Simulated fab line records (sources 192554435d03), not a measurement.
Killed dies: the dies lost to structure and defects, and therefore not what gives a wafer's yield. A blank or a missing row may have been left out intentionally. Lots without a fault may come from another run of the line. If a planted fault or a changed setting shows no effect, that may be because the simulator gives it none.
A struck lot beside a sound one	flow n5_finfet	15 steps out of a route of 1938
Sound: the wafers L341.1, L341.5, L341.6. Struck: wafer L346.3. (L346.1 of the same lot was not struck and is left out.) The cause comes at the end.
Each step with rows lists, per side, the tool, then ch with its chambers, then its first start. Under that, the readings that differ: sound wafers	struck wafers	difference of the means	sigmas: that difference in standard deviations of wafers without a fault.
alike: same words and numbers on both sides, and readings whose means sit less than 2 such deviations apart. not compared: any withheld reading, any reading some wafer has no value for, any bound like >300 that may hide the same value, and any number with overlapping values for which the record gives no deviation.
A row with sigmas, a row that says differs or no value, or rows on one side alone: a step with any of these is where the two part. Numbers that don't overlap but have no deviation are shown without sigmas and don't part them. Lack of a reading on every wafer of one side parts them only where that side has two or more wafers.

first, 6 steps without rows for these wafers: N5_BEOL_M9_COAT_22 (resist thk 30 nm); N5_BEOL_M9_EBR_24; N5_BEOL_M9_SOFTBAKE_23 (time 60 s); N5_BEOL_M9_EXPOSE_25 (exposes mask V8); N5_BEOL_M9_PEB_26 (peb time 60 s); N5_BEOL_M9_DEVELOP_27 (develop time 30 s).
N5_BEOL_M9_CD_MEAS_28 targets a cd of 70 nm.
  sound on cd_sem-02 ch 0, day 15 12:41; struck on cd_sem-01 ch 0, day 17 21:43
reading	sound	struck	difference	sigmas
cd_nm (nm)	70.26 69.94 70.39	69.62	-0.58	-2
N5_BEOL_M9_OVL_MEAS_29:
  sound on overlay-02 ch 0, day 15 12:43; struck on overlay-01 ch 0, day 17 21:45
  alike: V8_OVL
N5_BEOL_M9_INSPECT_30: inspects for defects (brightfield).
  sound on defect_inspect-01, day 15 12:47; struck on defect_inspect-02, day 17 21:49
  alike: raw_defect_count
N5_BEOL_M9_DESCUM_33: chemistry O2, time 7 s.
  sound on rie_diel-02 ch 1,2, day 15 12:49; struck on rie_diel-02 ch 0, day 17 21:50
reading	sound	struck	difference	sigmas
drypump_motor_current_A (A)	6.4 5.0 6.4	4.8	-1.1	-2
  alike: oes_product_au, rf_vpp_V, showerhead_plenum_p_Torr, throttle_valve_pct
  not compared: rf_hours_counter_h
N5_BEOL_M9_ETCH_76: etches underlayer in N2/H2, target depth 6.5 nm, time 5.2 s.
  sound on rie_diel-02 ch 1,2, day 15 12:51; struck on rie_diel-02 ch 0, day 17 21:53
reading	sound	struck	difference	sigmas
drypump_motor_current_A (A)	6.4 5.0 6.4	4.8	-1.1	-2
etch_rf_on_time_s (s)	5.57 5.45 5.60	5.12	-0.42	-2
  alike: oes_product_au, rf_vpp_V, showerhead_plenum_p_Torr, throttle_valve_pct
  not compared: rf_hours_counter_h
N5_BEOL_M9_ETCH_65: etches SiARC in CF4, target depth 15.6 nm, time 26 s.
  sound on rie_diel-02 ch 1,2, day 15 12:52; struck on rie_diel-02 ch 0, day 17 21:53
reading	sound	struck	difference	sigmas
drypump_motor_current_A (A)	6.4 5.0 6.4	4.8	-1.1	-2
etch_rf_on_time_s (s)	27.8 26.5 27.7	25.5	-1.8	-2
  alike: oes_product_au, rf_vpp_V, showerhead_plenum_p_Torr, throttle_valve_pct
  not compared: rf_hours_counter_h
N5_BEOL_M9_ETCH_66: etches SOC in N2/H2, target depth 80 nm, overetch 16 nm, time 120 s.
  sound on rie_diel-02 ch 1,2, day 15 12:53; struck on rie_diel-02 ch 0, day 17 21:55
reading	sound	struck	difference	sigmas
drypump_motor_current_A (A)	6.4 5.0 6.4	4.8	-1.1	-2
model.SiARC_of_BEOL_M9_COAT_64.thk_nm (nm)	6.6 6.6 6.6	7.8	+1.2	
  alike: oes_product_au, rf_vpp_V, showerhead_plenum_p_Torr, throttle_valve_pct
  not compared: rf_hours_counter_h
then, 1 step without rows for these wafers: N5_BEOL_M9_STRIP_69 (strips in N2/H2).
-- record jumps: 3 days separate the struck wafers' starts on either side; left off in module BEOL_M9, taken up again in module PASSIVATION, whose first shown step is the route's number 1936 --
N5_PASSIVATION_PROBE_49:
  rows exist in the record for the struck wafers here (prober-01, day 20 17:56), but not for the sound ones

WHERE THEY PART
First at N5_BEOL_M9_CD_MEAS_28; last, within this record, at N5_PASSIVATION_PROBE_49.

WHY: what had been put in by the simulator
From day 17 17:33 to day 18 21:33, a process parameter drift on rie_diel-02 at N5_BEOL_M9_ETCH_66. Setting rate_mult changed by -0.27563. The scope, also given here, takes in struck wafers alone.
